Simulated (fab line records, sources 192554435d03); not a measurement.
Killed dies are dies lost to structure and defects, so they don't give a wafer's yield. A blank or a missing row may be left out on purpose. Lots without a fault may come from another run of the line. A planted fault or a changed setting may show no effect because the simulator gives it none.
fab line records | flow n5_finfet
record lots=12 wafers=35 last_day=18
route steps=1938 shown BEOL_M5@1181 BEOL_M6@1194 PASSIVATION@1936
lots that met no fault: from a run of the same line without faults
start_h: hours from the record's first day to the start of the lot's first wafer shown | wait_h: hours since the lot's step before | " the same as in the row above | L1.1+2: a row that stands for several wafers | - no value, or no start given | * or withheld: withheld | < > ~ a bound
route shown NAME@n: a module of which the file shows steps, and the number in the route of the first | usual: mean/standard deviation of fault-free wafers | same: alike in all rows | chamber/n: place in a boat | sites: the reading at each site | _std_site: their standard deviation | _edge_site: outer sites' mean less inner sites' | radius_mm: how far each site lies from the wafer's centre | mask NAME#n: copy n | behind: the tool/chamber that last shaped the wafer | hold: why the lot was held/for how many hours/how that ended | device: the transistor (n, p or np) that didn't switch | end of line: the same wafers' tests at the end of the route | a step without rows: its recipe alone | killed: dies lost to structure and defects at the first sort, not the wafer's yield | map: a wafer's dies, x killed, . not, _ none there
set.NAME: the setting as run; set.NAME@STEP: as run at that earlier step | model.NAME: the simulator's own value behind a step, which no gauge read
steps of the route over a sample of lots; a table a step, a row a wafer
services: from which hour (start_h, from the record's first day; less than 0 if before it) a tool's chamber was out of use, for how many hours, and why
## steps
# step N5_BEOL_M5_SPUTTER_88
# recipe material=Cu target_thk_a=150 temp_c=-20 chamber_pressure_pa=0.07 power_w=withheld time_s=27.62
# usual throttle_valve_pct=30.0/0.98
# columns lot.wafer tool chamber start_h wait_h throttle_valve_pct
L309.1 pvd_sputter-02 - 178.35 0.5 29.7
L309.2 " - " " 29.7
L309.3 " - " " 32.1
L311.1 pvd_sputter-02 - 183.42 0.5 29.9
L311.4 " - " " 29.4
L311.6 " - " " 29.8
L310.1 pvd_sputter-02 - 190.95 0.5 30.1
L310.3 " - " " 29.5
L310.4 " - " " 29.9
L312.2 pvd_sputter-03 - 192.76 0.5 30.2
L312.4 " - " " 31.9
L312.6 " - " " 31.6
L323.1 pvd_sputter-01 - 255.65 0.5 28.4
L323.3 " - " " 29.4
L323.5 " - " " 28.5
L326.1 pvd_sputter-03 - 274.50 0.5 29.7
L326.5 " - " " 30.0
L324.1 pvd_sputter-01 - 275.82 0.5 30.0
L324.2 " - " " 30.4
L324.6 " - " " 30.5
L327.1 pvd_sputter-01 - 286.41 0.5 30.2
L327.3 " - " " 29.1
L327.4 " - " " 28.6
L328.2 pvd_sputter-02 - 300.47 0.5 29.5
L328.4 " - " " 31.9
L328.5 " - " " 30.1
L330.3 pvd_sputter-01 - 302.81 0.5 30.0
L330.4 " - " " 28.5
L330.6 " - " " 30.2
L329.2 pvd_sputter-02 - 308.64 0.5 30.0
L329.4 " - " " 32.0
L329.6 " - " " 29.6
L331.1 pvd_sputter-01 - 321.28 0.5 29.3
L331.5 " - " " 30.0
L331.6 " - " " 30.1
# step N5_BEOL_M5_PRE_CLEAN_77
# recipe gas=NH3/H2 time_s=15 temp_c=* rf_power_w=300
# usual heater_power_w=76/21
# columns lot.wafer tool chamber start_h wait_h heater_power_w
L309.1 cvd_co-02 1 180.40 0.1 94
L309.2 " 0 " " 73
L309.3 " 2 " " 62
L311.1 cvd_co-02 1 185.34 0.0 94
L311.4 " 0 " " 76
L311.6 " 2 " " 62
L310.1 cvd_co-02 1 192.86 0.0 94
L310.3 " 0 " " 75
L310.4 " 0 " " 74
L312.2 cvd_co-02 1 194.96 0.0 92
L312.4 " 1 " " 94
L312.6 " 0 " " 73
L323.1 cvd_co-01 1 257.61 0.1 65
L323.3 " 2 " " 47
L323.5 " 2 " " 47
L324.1 cvd_co-02 0 277.74 0.0 73
L324.2 " 1 " " 96
L324.6 " 1 " " 97
L327.1 cvd_co-02 2 288.40 0.1 66
L327.3 " 1 " " 95
L327.4 " 2 " " 63
L328.2 cvd_co-01 0 302.39 0.0 124
L328.4 " 0 " " 126
L328.5 " 2 " " 47
L330.3 cvd_co-01 2 304.73 0.0 47
L330.4 " 0 " " 122
L330.6 " 2 " " 48
L326.1 cvd_co-02 1 306.26 0.0 95
L326.5 " 1 " " 95
L329.2 cvd_co-02 2 311.07 0.3 65
L329.4 " 2 " " 63
L329.6 " 1 " " 95
L331.1 cvd_co-01 2 323.20 0.0 47
L331.5 " 0 " " 122
L331.6 " 1 " " 66
# step N5_BEOL_M5_INSPECT_58
# recipe inspect_instrument=darkfield mode=post_dep
# usual raw_defect_count=76/23
# columns lot.wafer tool chamber start_h wait_h raw_defect_count
L309.1 defect_inspect-01 - 180.68 0.0 72
L309.2 " - " " 69
L309.3 " - " " 79
L311.1 defect_inspect-01 - 185.59 0.0 95
L311.4 " - " " 99
L311.6 " - " " 60
L310.1 defect_inspect-02 - 193.11 0.0 103
L310.3 " - " " 81
L310.4 " - " " 154
L312.2 defect_inspect-02 - 195.21 0.0 100
L312.4 " - " " 113
L312.6 " - " " 112
L323.1 defect_inspect-02 - 257.86 0.0 55
L323.3 " - " " 67
L323.5 " - " " 105
L324.1 defect_inspect-02 - 277.99 0.0 69
L324.2 " - " " 42
L324.6 " - " " 67
L327.1 defect_inspect-01 - 288.65 0.0 72
L327.3 " - " " 102
L327.4 " - " " 113
L328.2 defect_inspect-01 - 302.64 0.0 117
L328.4 " - " " 110
L328.5 " - " " 141
L330.3 defect_inspect-02 - 304.98 0.0 72
L330.4 " - " " 62
L330.6 " - " " 125
L326.1 defect_inspect-01 - 306.51 0.0 59
L326.5 " - " " 44
L329.2 defect_inspect-01 - 311.38 0.0 103
L329.4 " - " " 71
L329.6 " - " " 54
L331.1 defect_inspect-01 - 323.45 0.0 101
L331.5 " - " " 84
L331.6 " - " " 65
# step N5_BEOL_M6_ILD_DEP_00
# recipe material=SiCOH_lowk target_thk_a=1797.5 temp_c=300 precursor=DEMS/porogen pressure_torr=5 rf_w=500 time_s=33.4
# usual heater_power_w=283/60 showerhead_plenum_p_Torr=5.737/0.016 throttle_valve_pct=14.3/0.82
# columns lot.wafer tool chamber start_h wait_h heater_power_w showerhead_plenum_p_Torr throttle_valve_pct
L309.1 pecvd-02 1 180.71 0.0 292 5.741 14.7
L309.2 " 0 " " 217 5.738 14.1
L309.3 " 2 " " 257 5.759 14.6
L311.1 pecvd-02 1 185.63 0.0 305 5.752 14.7
L311.4 " 2 " " 261 5.752 14.9
L311.6 " 1 " " 303 5.753 14.8
L310.1 pecvd-02 2 193.15 0.0 270 5.770 14.8
L310.3 " 1 " " 308 5.752 14.4
L310.4 " 0 " " 231 5.751 13.7
L312.2 pecvd-02 0 195.25 0.0 214 5.755 14.0
L312.4 " 1 " " 290 5.734 14.6
L312.6 " 2 " " 269 5.758 14.6
L323.1 pecvd-03 0 257.90 0.0 350 5.725 14.7
L323.3 " 0 " " 353 5.713 14.1
L323.5 " 1 " " 203 5.745 15.7
L324.1 pecvd-02 1 278.02 0.0 272 5.737 14.7
L324.2 " 2 " " 271 5.768 12.9
L324.6 " 1 " " 284 5.729 14.6
L327.1 pecvd-02 2 288.69 0.0 230 5.756 12.6
L327.3 " 1 " " 293 5.736 14.5
L327.4 " 1 " " 290 5.744 14.7
L328.2 pecvd-03 2 302.72 0.1 281 5.717 13.6
L328.4 " 0 " " 365 5.718 14.0
L328.5 " 2 " " 290 5.723 13.8
L330.3 pecvd-03 1 305.02 0.0 205 5.731 15.9
L330.4 " 2 " " 322 5.722 13.9
L330.6 " 0 " " 382 5.743 14.2
L326.1 pecvd-03 1 306.54 0.0 217 5.746 15.4
L326.5 " 0 " " 375 5.736 14.5
L329.2 pecvd-03 1 311.41 0.0 211 5.734 15.6
L329.4 " 0 " " 351 5.706 14.3
L329.6 " 1 " " 212 5.734 15.4
L331.1 pecvd-03 0 323.48 0.0 365 5.715 14.4
L331.5 " 2 " " 310 5.721 13.8
L331.6 " 1 " " 231 5.736 15.2
# step N5_BEOL_M6_THK_MEAS_01
# recipe reads=SiCOH_lowk_of_BEOL_M6_ILD_DEP_00
# usual M6_ILD_THK=155.0/2.4
# columns lot.wafer tool chamber start_h wait_h M6_ILD_THK[nm]
L309.1 film_metro-02 - 181.30 0.4 155.2
L309.2 " - " " 152.2
L309.3 " - " " 152.5
L311.1 film_metro-02 - 186.20 0.4 156.9
L311.4 " - " " 155.5
L311.6 " - " " 157.2
L310.1 film_metro-02 - 193.74 0.4 153.0
L310.3 " - " " 177.8
L310.4 " - " " 154.5
L312.2 film_metro-02 - 195.91 0.4 150.8
L312.4 " - " " 156.5
L312.6 " - " " 176.8
L323.1 film_metro-02 - 258.49 0.4 153.0
L323.3 " - " " 153.6
L323.5 " - " " 158.7
L324.1 film_metro-01 - 278.62 0.4 153.9
L324.2 " - " " 157.9
L324.6 " - " " 156.6
L327.1 film_metro-01 - 289.27 0.4 156.3
L327.3 " - " " 152.8
L327.4 " - " " 155.3
L328.2 film_metro-02 - 303.31 0.4 153.5
L328.4 " - " " 156.7
L328.5 " - " " 156.5
L330.3 film_metro-02 - 305.59 0.3 155.4
L330.4 " - " " 156.2
L330.6 " - " " 156.6
L326.1 film_metro-02 - 307.12 0.4 158.1
L326.5 " - " " 157.8
L329.2 film_metro-02 - 314.11 0.4 153.4
L329.4 " - " " 156.5
L329.6 " - " " 156.7
L331.1 film_metro-02 - 324.06 0.4 153.7
L331.5 " - " " 157.9
L331.6 " - " " 158.1
# step N5_PASSIVATION_PROBE_49
# usual defect_limited_yield=91.5/1.5 killed_at_M0_to_M3=33/9.9 killed_at_M4_up=14/5.2 killed_at_contacts=11/5.2 killed_at_front_end=38/10 killed_at_other=4/3.5 killed_dies=100/18 killed_on_rim=13/4.1 killed_open=66/14 killed_short=32/6.9 sort_bin_5_function=5.0/1 sort_bin_6_memory=3.1/0.69 sort_n_pass=1080/18 sort_yield_pct=91.5/1.5
# same gross_dies=1180 killed_at_back_side=0 sort_bin_4_leakage[%]=0 sort_bin_8_speed[%]=0
# columns lot.wafer tool chamber start_h wait_h defect_limited_yield[%] killed_at_M0_to_M3 killed_at_M4_up killed_at_contacts killed_at_front_end killed_at_other killed_dies killed_on_rim killed_open killed_short sort_bin_5_function[%] sort_bin_6_memory[%] sort_n_pass sort_yield_pct[%]
L309.1 prober-02 - 272.83 0.0 89.2 46 14 13 46 8 127 20 84 37 6.2 3.8 1053 89.2
L309.2 prober-02 - 272.88 0.1 89.9 20 34 17 44 4 119 21 89 29 5.9 3.8 1061 89.9
L309.3 prober-02 - 272.93 0.1 91.1 42 7 10 40 6 105 15 72 33 6.1 2.6 1075 91.1
L310.1 prober-02 - 287.44 0.0 89.7 48 19 9 30 15 121 18 84 36 6.1 4.1 1059 89.7
L310.3 prober-02 - 287.54 0.1 88.0 43 28 13 47 11 142 19 91 40 5.5 5.3 1038 88.0
L310.4 prober-02 - 287.59 0.2 91.0 32 19 10 38 7 106 12 71 35 4.8 4.0 1074 91.0
L312.2 prober-01 - 292.70 0.1 93.4 35 8 13 18 4 78 7 51 26 4.2 2.2 1102 93.4
L312.4 prober-01 - 292.80 0.2 93.5 19 15 11 28 4 77 8 54 22 3.9 2.5 1103 93.5
L312.6 prober-01 - 292.90 0.3 89.7 38 5 17 59 2 121 23 73 47 5.9 3.8 1059 89.7
L323.1 prober-02 - 360.03 0.0 91.7 30 10 11 46 1 98 11 64 32 5.1 3.1 1082 91.7
L323.3 prober-02 - 360.13 0.1 93.2 33 9 6 24 8 80 15 50 30 4.1 2.4 1100 93.2
L323.5 prober-02 - 360.23 0.2 95.0 13 5 6 31 4 59 8 34 24 3.1 1.3 1121 95.0
L324.1 prober-01 - 375.05 0.0 90.6 29 14 20 44 4 111 19 75 35 6.6 2.4 1069 90.6
L324.2 prober-01 - 375.10 0.1 89.6 49 15 25 30 4 123 17 91 32 6.3 3.9 1057 89.6
L324.6 prober-01 - 375.30 0.3 91.4 13 16 15 52 5 101 12 68 31 4.1 4.2 1079 91.4
L327.1 prober-01 - 387.14 0.0 92.6 35 17 11 20 4 87 9 68 19 4.2 3.1 1093 92.6
L327.3 prober-01 - 387.24 0.1 93.5 18 9 9 39 2 77 14 47 27 3.6 2.4 1103 93.5
L327.4 prober-01 - 387.29 0.2 93.6 15 13 6 37 4 75 9 44 27 3.6 2.2 1105 93.6
L326.1 prober-02 - 404.83 0.0 93.7 29 9 7 29 0 74 11 44 26 3.8 2.3 1106 93.7
L326.5 prober-02 - 405.03 0.2 91.9 32 19 8 34 3 96 9 63 31 4.6 2.8 1084 91.9
# killed by level:class
L309.1 FIN_SAQP:geometric_particle:open=11 BEOL_M0_SAQP:geometric_particle:short=11 MOL_CONTACT_COAG:geometric_particle:open=11 BEOL_M1:geometric_particle:open=10 BEOL_M4:geometric_particle:open=9 FIN_SAQP:geometric_particle:short=8 BEOL_M3:geometric_particle:open=8 STI_FIN_REVEAL:geometric_particle:open=7
L309.2 BEOL_M4:geometric_particle:open=23 STI_FIN_REVEAL:geometric_particle:open=21 MOL_CONTACT_COAG:geometric_particle:open=14 BEOL_M3:geometric_particle:open=7 FIN_SAQP:geometric_particle:open=6 BEOL_M4:geometric_particle:short=5 STARTING-WAFER:geometric_particle:short=5 FIN_SAQP:geometric_particle:short=4
L309.3 BEOL_M3:geometric_particle:open=15 STI_FIN_REVEAL:geometric_particle:open=14 MOL_CONTACT_COAG:geometric_particle:open=10 BEOL_M0_SAQP:geometric_particle:short=9 GATE_CUT:geometric_particle:short=7 BEOL_M0_SAQP:geometric_particle:open=6 STI_FIN_REVEAL:geometric_particle:short=5 BEOL_M2:geometric_particle:open=5
L310.1 BEOL_M0_SAQP:geometric_particle:open=11 STI_FIN_REVEAL:geometric_particle:open=10 BEOL_M2:geometric_particle:open=10 FIN_SAQP:geometric_particle:open=9 BEOL_M4:geometric_particle:open=9 MOL_CONTACT_COAG:geometric_particle:open=8 BEOL_M0_SAQP:geometric_particle:short=6 BEOL_M1:geometric_particle:open=6
L310.3 BEOL_M0_SAQP:geometric_particle:open=14 BEOL_M4:geometric_particle:open=13 BEOL_M0_SAQP:geometric_particle:short=11 MOL_CONTACT_COAG:geometric_particle:open=10 STI_FIN_REVEAL:geometric_particle:open=10 HKMG_FIN:area_etch=10 FIN_SAQP:geometric_particle:open=7 BEOL_M3:geometric_particle:open=6
L310.4 FIN_SAQP:geometric_particle:short=11 FIN_SAQP:geometric_particle:open=8 MOL_CONTACT_COAG:geometric_particle:open=8 BEOL_M0_SAQP:geometric_particle:open=6 STI_FIN_REVEAL:geometric_particle:open=6 BEOL_M0_SAQP:geometric_particle:short=6 BEOL_M4:geometric_particle:open=6 BEOL_M5:geometric_particle:open=5
L312.2 MOL_CONTACT_COAG:geometric_particle:open=11 BEOL_M2:geometric_particle:open=10 BEOL_M0_SAQP:geometric_particle:open=8 BEOL_M0_SAQP:geometric_particle:short=7 STI_FIN_REVEAL:geometric_particle:open=5 BEOL_M4:geometric_particle:open=4 BEOL_M2:geometric_particle:short=3 FIN_SAQP:geometric_particle:short=3
L312.4 MOL_CONTACT_COAG:geometric_particle:open=8 BEOL_M0_SAQP:geometric_particle:open=6 FIN_SAQP:geometric_particle:short=4 FIN_SAQP:geometric_particle:open=4 STI_FIN_REVEAL:geometric_particle:open=4 GATE_CUT:geometric_particle:open=4 BEOL_M2:geometric_particle:open=4 BEOL_M7:geometric_particle:open=4
L312.6 STI_FIN_REVEAL:geometric_particle:open=19 MOL_CONTACT_COAG:geometric_particle:open=16 BEOL_M0_SAQP:geometric_particle:short=16 BEOL_M0_SAQP:geometric_particle:open=12 FIN_SAQP:geometric_particle:short=10 FIN_SAQP:geometric_particle:open=8 GATE_CUT:geometric_particle:short=6 GATE_CUT:geometric_particle:open=4
L323.1 STI_FIN_REVEAL:geometric_particle:open=11 GATE_CUT:geometric_particle:short=9 MOL_CONTACT_COAG:geometric_particle:open=8 BEOL_M2:geometric_particle:open=7 FIN_SAQP:geometric_particle:open=6 BEOL_M3:geometric_particle:open=5 BEOL_M3:geometric_particle:short=5 DUMMY_GATE:geometric_particle:open=4
L323.3 BEOL_M2:geometric_particle:open=10 FIN_SAQP:geometric_particle:open=6 MOL_CONTACT_COAG:geometric_particle:open=6 BEOL_M0_SAQP:geometric_particle:short=6 FIN_SAQP:geometric_particle:short=5 BEOL_M3:geometric_particle:open=4 BEOL_M2:geometric_particle:short=4 STARTING-WAFER:geometric_particle:open=4
L323.5 GATE_CUT:geometric_particle:short=8 FIN_SAQP:geometric_particle:open=5 FIN_SAQP:geometric_particle:short=5 GATE_CUT:geometric_particle:open=4 MOL_CONTACT_COAG:geometric_particle:open=4 BEOL_M1:geometric_particle:open=4 BEOL_M2:geometric_particle:open=3 DUMMY_GATE:geometric_particle:open=2
L324.1 FIN_SAQP:geometric_particle:open=19 MOL_CONTACT_COAG:geometric_particle:open=18 FIN_SAQP:geometric_particle:short=9 BEOL_M0_SAQP:geometric_particle:open=9 BEOL_M0_SAQP:geometric_particle:short=7 BEOL_M3:geometric_particle:open=6 BEOL_M5:geometric_particle:open=6 STI_FIN_REVEAL:geometric_particle:open=3
L324.2 MOL_CONTACT_COAG:geometric_particle:open=19 BEOL_M0_SAQP:geometric_particle:open=19 BEOL_M4:geometric_particle:open=12 FIN_SAQP:geometric_particle:open=10 BEOL_M0_SAQP:geometric_particle:short=9 FIN_SAQP:geometric_particle:short=7 BEOL_M1:geometric_particle:open=7 STI_FIN_REVEAL:geometric_particle:open=6
L324.6 MOL_CONTACT_COAG:geometric_particle:open=14 FIN_SAQP:geometric_particle:open=13 FIN_SAQP:geometric_particle:short=10 STI_FIN_REVEAL:geometric_particle:open=9 GATE_CUT:geometric_particle:short=5 BEOL_M4:geometric_particle:open=5 STARTING-WAFER:geometric_particle:short=5 GATE_CUT:geometric_particle:open=3
L327.1 BEOL_M1:geometric_particle:open=17 MOL_CONTACT_COAG:geometric_particle:open=9 BEOL_M4:geometric_particle:open=7 BEOL_M0_SAQP:geometric_particle:open=6 STI_FIN_REVEAL:geometric_particle:open=5 FIN_SAQP:geometric_particle:open=4 BEOL_M0_SAQP:geometric_particle:short=4 BEOL_M3:geometric_particle:open=4
L327.3 FIN_SAQP:geometric_particle:open=8 FIN_SAQP:geometric_particle:short=8 MOL_CONTACT_COAG:geometric_particle:open=7 BEOL_M3:geometric_particle:open=6 BEOL_M4:geometric_particle:open=5 STI_FIN_REVEAL:geometric_particle:open=4 DUMMY_GATE:geometric_particle:open=4 BEOL_M2:geometric_particle:open=4
L327.4 FIN_SAQP:geometric_particle:short=15 BEOL_M2:geometric_particle:open=6 STARTING-WAFER:geometric_particle:open=5 STI_FIN_REVEAL:geometric_particle:open=4 DUMMY_GATE:geometric_particle:open=4 MOL_CONTACT_COAG:geometric_particle:open=4 BEOL_M8:geometric_particle:open=4 FIN_SAQP:geometric_particle:open=3
L326.1 BEOL_M0_SAQP:geometric_particle:short=9 STI_FIN_REVEAL:geometric_particle:open=8 MOL_CONTACT_COAG:geometric_particle:open=6 BEOL_M0_SAQP:geometric_particle:open=6 FIN_SAQP:geometric_particle:open=5 BEOL_M2:geometric_particle:open=5 STI_FIN_REVEAL:geometric_particle:short=4 BEOL_M0:geometric_particle:open=4
L326.5 STI_FIN_REVEAL:geometric_particle:open=12 BEOL_M2:geometric_particle:open=11 BEOL_M4:geometric_particle:open=8 BEOL_M0_SAQP:geometric_particle:short=7 FIN_SAQP:geometric_particle:short=5 DUMMY_GATE:geometric_particle:open=5 MOL_CONTACT_COAG:geometric_particle:open=5 GATE_CUT:geometric_particle:short=4
## services
# columns tool chamber start_h hours kind
pecvd-03 - 180.29 2.2 repair
cvd_co-01 1 190.56 7.6 repair
cvd_co-02 0 196.33 2.2 repair
pecvd-02 2 202.38 - clean
pecvd-02 2 202.38 - consumable_replace:showerhead
pecvd-02 2 202.38 29.0 scheduled_down
pecvd-02 2 202.38 29.0 vent_cycle
cvd_co-02 0 202.91 7.9 repair
cvd_co-01 0 203.59 15.8 repair
pecvd-03 2 253.61 5.5 scheduled_down
pecvd-02 0 269.66 11.3 repair
pecvd-03 - 270.66 0.8 pm
pecvd-03 - 278.96 2.8 pm
pecvd-02 1 291.40 27.1 repair
pecvd-02 - 301.70 28.1 pm
cvd_co-02 0 309.62 7.1 repair
## key
first_sign step=N5_BEOL_M6_THK_MEAS_01 reading=M6_ILD_THK direction=up sigmas=9.5 usual=155.0 struck=177.3
effect none on later readings
met_at N5_BEOL_M6_ILD_DEP_00
struck_lots L310,L312
struck_wafers L310.3,L312.6
baseline_loss step=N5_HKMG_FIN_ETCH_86 wafers=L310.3
not_acting_at N5_BEOL_M5_SPUTTER_88,N5_BEOL_M5_PRE_CLEAN_77,N5_BEOL_M5_INSPECT_58
onset_between 185.63 193.15
fault kind=process_parameter_drift tool=pecvd-02 chamber=- onset_h=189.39 steps=N5_BEOL_M6_ILD_DEP_00 channel=target_thk_a offset=* shape=step end_h=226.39 scope=struck_wafers_only acts_in=* stated=*
# baseline_loss: these wafers lose ten dies or more at that step, a loss of the line's own and not of a fault; the sort's usual values leave them out
